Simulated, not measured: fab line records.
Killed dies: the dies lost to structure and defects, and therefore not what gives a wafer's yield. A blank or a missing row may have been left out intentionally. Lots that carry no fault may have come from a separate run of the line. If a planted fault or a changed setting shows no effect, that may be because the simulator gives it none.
Which tool did it? || flow n5-finfet || 24 lots, 72 wafers sampled, at 3 steps of a route of 1938

WHAT THE GAUGES SHOWED, per wafer
N5_GATE_CUT_THK_MEAS_24. Usual: GC_FILL_THK gives 219.9 nm (standard deviation 2.2).
{"lot": "L074", "measured": "day 4 18:23", "on": "film-metro-01", "GC_FILL_THK (nm)": "219.0 219.8 220.3", "flag": ""}
{"lot": "L075", "measured": "day 5 01:45", "on": "film-metro-01", "GC_FILL_THK (nm)": "221.4 221.0 224.5", "flag": ""}
{"lot": "L076", "measured": "day 5 13:53", "on": "film-metro-02", "GC_FILL_THK (nm)": "216.8 221.4 219.3", "flag": ""}
{"lot": "L077", "measured": "day 5 16:12", "on": "film-metro-01", "GC_FILL_THK (nm)": "218.8 218.6 221.9", "flag": ""}
{"lot": "L079", "measured": "day 5 23:28", "on": "film-metro-01", "GC_FILL_THK (nm)": "217.7 217.5 220.5", "flag": ""}
{"lot": "L078", "measured": "day 6 00:28", "on": "film-metro-02", "GC_FILL_THK (nm)": "216.2 217.9 218.6", "flag": ""}
{"lot": "L080", "measured": "day 6 12:32", "on": "film-metro-01", "GC_FILL_THK (nm)": "222.7 220.8 219.9", "flag": ""}
{"lot": "L081", "measured": "day 6 13:23", "on": "film-metro-01", "GC_FILL_THK (nm)": "218.7 221.8 222.0", "flag": ""}
{"lot": "L082", "measured": "day 6 19:05", "on": "film-metro-01", "GC_FILL_THK (nm)": "219.4 218.4 219.5", "flag": ""}
{"lot": "L083", "measured": "day 7 02:46", "on": "film-metro-02", "GC_FILL_THK (nm)": "217.4 222.1 219.8", "flag": ""}
{"lot": "L084", "measured": "day 7 05:27", "on": "film-metro-01", "GC_FILL_THK (nm)": "221.1 220.4 223.5", "flag": ""}
{"lot": "L085", "measured": "day 7 11:34", "on": "film-metro-02", "GC_FILL_THK (nm)": "215.6 219.8 218.9", "flag": ""}
{"lot": "L086", "measured": "day 7 22:11", "on": "film-metro-01", "GC_FILL_THK (nm)": "219.5 221.6 220.1", "flag": ""}
{"lot": "L087", "measured": "day 8 00:01", "on": "film-metro-02", "GC_FILL_THK (nm)": "218.9 219.4 220.3", "flag": ""}
{"lot": "L088", "measured": "day 8 05:38", "on": "film-metro-02", "GC_FILL_THK (nm)": "222.0 219.3 223.9", "flag": ""}
{"lot": "L089", "measured": "day 8 11:16", "on": "film-metro-01", "GC_FILL_THK (nm)": "218.3 220.5 220.7", "flag": ""}
{"lot": "L090", "measured": "day 8 16:03", "on": "film-metro-01", "GC_FILL_THK (nm)": "220.7 221.8 225.5", "flag": ""}
{"lot": "L091", "measured": "day 8 18:16", "on": "film-metro-02", "GC_FILL_THK (nm)": "219.9 221.3 223.2", "flag": ""}
{"lot": "L092", "measured": "day 9 03:41", "on": "film-metro-02", "GC_FILL_THK (nm)": "218.2 214.3 220.6", "flag": ""}
{"lot": "L093", "measured": "day 9 08:05", "on": "film-metro-01", "GC_FILL_THK (nm)": "218.7 222.3 221.2", "flag": ""}
{"lot": "L094", "measured": "day 9 20:37", "on": "film-metro-01", "GC_FILL_THK (nm)": "217.1 220.9 218.7", "flag": ""}
{"lot": "L095", "measured": "day 10 12:24", "on": "film-metro-02", "GC_FILL_THK (nm)": "218.0 219.4 221.8", "flag": ""}
{"lot": "L096", "measured": "day 10 20:13", "on": "film-metro-02", "GC_FILL_THK (nm)": "220.1 221.4 218.6", "flag": ""}
{"lot": "L097", "measured": "day 11 08:31", "on": "film-metro-01", "GC_FILL_THK (nm)": "215.7 216.3 219.3", "flag": ""}

N5_MOL_CONTACT_COAG_CD_MEAS_08 targets a cd of 28 nm. Usual: cd-nm 27.99 nm, standard deviation 0.23.
{"lot": "L074", "measured": "day 4 19:33", "on": "cd-sem-01", "cd-nm (nm)": "28.00 28.04 28.24", "flag": ""}
{"lot": "L075", "measured": "day 5 02:55", "on": "cd-sem-03", "cd-nm (nm)": "27.96 28.10 27.88", "flag": ""}
{"lot": "L076", "measured": "day 5 15:02", "on": "cd-sem-03", "cd-nm (nm)": "28.02 28.11 27.80", "flag": ""}
{"lot": "L077", "measured": "day 5 17:21", "on": "cd-sem-03", "cd-nm (nm)": "27.75 28.01 27.59", "flag": ""}
{"lot": "L079", "measured": "day 6 00:30", "on": "cd-sem-01", "cd-nm (nm)": "28.04 28.07 27.55", "flag": ""}
{"lot": "L078", "measured": "day 6 01:38", "on": "cd-sem-03", "cd-nm (nm)": "27.74 27.54 27.65", "flag": ""}
{"lot": "L080", "measured": "day 6 13:43", "on": "cd-sem-02", "cd-nm (nm)": "28.33 28.05 27.92", "flag": ""}
{"lot": "L081", "measured": "day 6 14:26", "on": "cd-sem-03", "cd-nm (nm)": "27.74 27.79 27.48", "flag": ""}
{"lot": "L082", "measured": "day 6 20:15", "on": "cd-sem-01", "cd-nm (nm)": "27.97 28.01 27.82", "flag": ""}
{"lot": "L083", "measured": "day 7 07:38", "on": "cd-sem-02", "cd-nm (nm)": "28.03 28.18 28.14", "flag": ""}
{"lot": "L084", "measured": "day 7 06:37", "on": "cd-sem-01", "cd-nm (nm)": "27.57 27.84 27.89", "flag": ""}
{"lot": "L085", "measured": "day 7 12:57", "on": "cd-sem-01", "cd-nm (nm)": "27.94 28.21 27.69", "flag": ""}
{"lot": "L086", "measured": "day 7 23:13", "on": "cd-sem-02", "cd-nm (nm)": "27.89 28.05 28.05", "flag": ""}
{"lot": "L087", "measured": "day 8 01:02", "on": "cd-sem-02", "cd-nm (nm)": "28.01 27.98 28.33", "flag": ""}
{"lot": "L088", "measured": "day 8 06:52", "on": "cd-sem-01", "cd-nm (nm)": "28.04 27.77 27.90", "flag": ""}
{"lot": "L089", "measured": "day 8 12:18", "on": "cd-sem-01", "cd-nm (nm)": "28.20 28.28 27.75", "flag": ""}
{"lot": "L090", "measured": "day 8 17:05", "on": "cd-sem-03", "cd-nm (nm)": "28.04 28.19 27.93", "flag": ""}
{"lot": "L091", "measured": "day 8 19:26", "on": "cd-sem-03", "cd-nm (nm)": "28.29 27.92 28.07", "flag": ""}
{"lot": "L092", "measured": "day 9 04:43", "on": "cd-sem-01", "cd-nm (nm)": "28.59 28.13 28.11", "flag": ""}
{"lot": "L093", "measured": "day 9 09:07", "on": "cd-sem-02", "cd-nm (nm)": "27.77 28.18 27.71", "flag": ""}
{"lot": "L094", "measured": "day 9 21:40", "on": "cd-sem-02", "cd-nm (nm)": "27.56 28.16 27.84", "flag": ""}
{"lot": "L095", "measured": "day 10 13:34", "on": "cd-sem-02", "cd-nm (nm)": "28.35 28.19 28.21", "flag": ""}
{"lot": "L096", "measured": "day 10 21:26", "on": "cd-sem-03", "cd-nm (nm)": "27.97 28.02 28.15", "flag": ""}
{"lot": "L097", "measured": "day 11 09:34", "on": "cd-sem-03", "cd-nm (nm)": "28.07 27.62 27.93", "flag": ""}

TOOL THAT RAN EACH LOT (tool first, then ch and the chambers of the sampled wafers, then the start)
{"lot": "L074", "N5_GATE_CUT_CMP_43": "cmp-04 ch 0,1, day 4 18:30"}
{"lot": "L075", "N5_GATE_CUT_CMP_43": "cmp-03 ch 0,1, day 5 01:52"}
{"lot": "L076", "N5_GATE_CUT_CMP_43": "cmp-04 ch 0,1,2, day 5 14:04"}
{"lot": "L077", "N5_GATE_CUT_CMP_43": "cmp-04 ch 1,3, day 5 16:23"}
{"lot": "L079", "N5_GATE_CUT_CMP_43": "cmp-03 ch 0,1, day 5 23:34"}
{"lot": "L078", "N5_GATE_CUT_CMP_43": "cmp-04 ch 0,1,2, day 6 00:30"}
{"lot": "L080", "N5_GATE_CUT_CMP_43": "cmp-02 ch 0,3, day 6 12:39"}
{"lot": "L081", "N5_GATE_CUT_CMP_43": "cmp-02 ch 0,3, day 6 13:29"}
{"lot": "L082", "N5_GATE_CUT_CMP_43": "cmp-03 ch 1,3, day 6 19:07"}
{"lot": "L083", "N5_GATE_CUT_CMP_43": "cmp-03 ch 0,1,3, day 7 02:58"}
{"lot": "L084", "N5_GATE_CUT_CMP_43": "cmp-04 ch 0,1,3, day 7 05:29"}
{"lot": "L085", "N5_GATE_CUT_CMP_43": "cmp-04 ch 1,2,3, day 7 11:49"}
{"lot": "L086", "N5_GATE_CUT_CMP_43": "cmp-04 ch 0,2,3, day 7 22:17"}
{"lot": "L087", "N5_GATE_CUT_CMP_43": "cmp-03 ch 0,1,3, day 8 00:02"}
{"lot": "L088", "N5_GATE_CUT_CMP_43": "cmp-04 ch 0,1,3, day 8 05:44"}
{"lot": "L089", "N5_GATE_CUT_CMP_43": "cmp-04 ch 1,2,3, day 8 11:17"}
{"lot": "L090", "N5_GATE_CUT_CMP_43": "cmp-04 ch 0,1,2, day 8 16:14"}
{"lot": "L091", "N5_GATE_CUT_CMP_43": "cmp-03 ch 1,2, day 8 18:22"}
{"lot": "L092", "N5_GATE_CUT_CMP_43": "cmp-02 ch 0,2,3, day 9 03:47"}
{"lot": "L093", "N5_GATE_CUT_CMP_43": "cmp-03 ch 0,1,2, day 9 08:07"}
{"lot": "L094", "N5_GATE_CUT_CMP_43": "cmp-02 ch 2,3, day 9 20:43"}
{"lot": "L095", "N5_GATE_CUT_CMP_43": "cmp-02 ch 2,3, day 10 12:26"}
{"lot": "L096", "N5_GATE_CUT_CMP_43": "cmp-03 ch 0,3, day 10 20:15"}
{"lot": "L097", "N5_GATE_CUT_CMP_43": "cmp-04 ch 2,3, day 11 08:33"}
- N5_GATE_CUT_CMP_43: polishes SiO2.

AS READ BY THE TOOLS THEMSELVES (means over the sampled wafers that have a number; for cases with no such wafer, the mark the record gives instead)
N5_GATE_CUT_CMP_43. Usual: motor-current-A 12.0 A, standard deviation 0.88; slurry-filter-dp-kPa 13.50 kPa, standard deviation 0.13; slurry-flow-ml-min 150.0, standard deviation 0.44.
{"lot": "L074", "tool": "cmp-04", "motor-current-A (A)": 11.6, "slurry-filter-dp-kPa (kPa)": 13.51, "slurry-flow-ml-min": 150.0, "flag": ""}
{"lot": "L075", "tool": "cmp-03", "motor-current-A (A)": 11.4, "slurry-filter-dp-kPa (kPa)": 13.55, "slurry-flow-ml-min": 150.0, "flag": ""}
{"lot": "L076", "tool": "cmp-04", "motor-current-A (A)": 11.7, "slurry-filter-dp-kPa (kPa)": 13.58, "slurry-flow-ml-min": 149.7, "flag": ""}
{"lot": "L077", "tool": "cmp-04", "motor-current-A (A)": 12.0, "slurry-filter-dp-kPa (kPa)": 13.39, "slurry-flow-ml-min": 149.8, "flag": ""}
{"lot": "L079", "tool": "cmp-03", "motor-current-A (A)": 11.0, "slurry-filter-dp-kPa (kPa)": 13.33, "slurry-flow-ml-min": 150.1, "flag": ""}
{"lot": "L078", "tool": "cmp-04", "motor-current-A (A)": 12.2, "slurry-filter-dp-kPa (kPa)": 13.47, "slurry-flow-ml-min": 150.0, "flag": ""}
{"lot": "L080", "tool": "cmp-02", "motor-current-A (A)": 11.8, "slurry-filter-dp-kPa (kPa)": 13.45, "slurry-flow-ml-min": 150.4, "flag": ""}
{"lot": "L081", "tool": "cmp-02", "motor-current-A (A)": 12.2, "slurry-filter-dp-kPa (kPa)": 13.50, "slurry-flow-ml-min": 150.1, "flag": ""}
{"lot": "L082", "tool": "cmp-03", "motor-current-A (A)": 11.5, "slurry-filter-dp-kPa (kPa)": 13.51, "slurry-flow-ml-min": 149.6, "flag": ""}
{"lot": "L083", "tool": "cmp-03", "motor-current-A (A)": 11.6, "slurry-filter-dp-kPa (kPa)": 13.49, "slurry-flow-ml-min": 150.0, "flag": ""}
{"lot": "L084", "tool": "cmp-04", "motor-current-A (A)": 12.5, "slurry-filter-dp-kPa (kPa)": 13.45, "slurry-flow-ml-min": 150.4, "flag": ""}
{"lot": "L085", "tool": "cmp-04", "motor-current-A (A)": 11.7, "slurry-filter-dp-kPa (kPa)": 13.50, "slurry-flow-ml-min": 149.7, "flag": ""}
{"lot": "L086", "tool": "cmp-04", "motor-current-A (A)": 12.4, "slurry-filter-dp-kPa (kPa)": 13.61, "slurry-flow-ml-min": 150.0, "flag": ""}
{"lot": "L087", "tool": "cmp-03", "motor-current-A (A)": 11.5, "slurry-filter-dp-kPa (kPa)": 13.47, "slurry-flow-ml-min": 150.0, "flag": ""}
{"lot": "L088", "tool": "cmp-04", "motor-current-A (A)": 12.5, "slurry-filter-dp-kPa (kPa)": 13.44, "slurry-flow-ml-min": 150.5, "flag": ""}
{"lot": "L089", "tool": "cmp-04", "motor-current-A (A)": 11.9, "slurry-filter-dp-kPa (kPa)": 13.48, "slurry-flow-ml-min": 149.7, "flag": ""}
{"lot": "L090", "tool": "cmp-04", "motor-current-A (A)": 12.0, "slurry-filter-dp-kPa (kPa)": 13.46, "slurry-flow-ml-min": 150.2, "flag": ""}
{"lot": "L091", "tool": "cmp-03", "motor-current-A (A)": 11.9, "slurry-filter-dp-kPa (kPa)": 13.55, "slurry-flow-ml-min": 150.4, "flag": ""}
{"lot": "L092", "tool": "cmp-02", "motor-current-A (A)": 12.3, "slurry-filter-dp-kPa (kPa)": 13.43, "slurry-flow-ml-min": 150.2, "flag": ""}
{"lot": "L093", "tool": "cmp-03", "motor-current-A (A)": 11.8, "slurry-filter-dp-kPa (kPa)": 13.50, "slurry-flow-ml-min": 150.0, "flag": ""}
{"lot": "L094", "tool": "cmp-02", "motor-current-A (A)": 12.2, "slurry-filter-dp-kPa (kPa)": 13.57, "slurry-flow-ml-min": 149.9, "flag": ""}
{"lot": "L095", "tool": "cmp-02", "motor-current-A (A)": 11.3, "slurry-filter-dp-kPa (kPa)": 13.56, "slurry-flow-ml-min": 150.3, "flag": ""}
{"lot": "L096", "tool": "cmp-03", "motor-current-A (A)": 11.3, "slurry-filter-dp-kPa (kPa)": 13.39, "slurry-flow-ml-min": 150.0, "flag": ""}
{"lot": "L097", "tool": "cmp-04", "motor-current-A (A)": 12.5, "slurry-filter-dp-kPa (kPa)": 13.55, "slurry-flow-ml-min": 149.7, "flag": ""}

THE ANSWER, worked out from the rows above alone
Rule: a lot is off if the mean of its wafers that have a number lies more than 3 standard deviations from the usual mean. Also off: a lot with no number at a reading for which 4 or more lots have one. The other lots that the step has rows for count as sound. The gauges are gone through in route order, then the tools' own readings, and for those a lot's mean is taken as printed above. At the first step where some lot is off, the reading lying furthest off is the one used; lots without a number count as furthest.
No lot is off on any of the readings shown, so nothing can be concluded from this.

WHAT WAS PUT IN BY THE SIMULATOR
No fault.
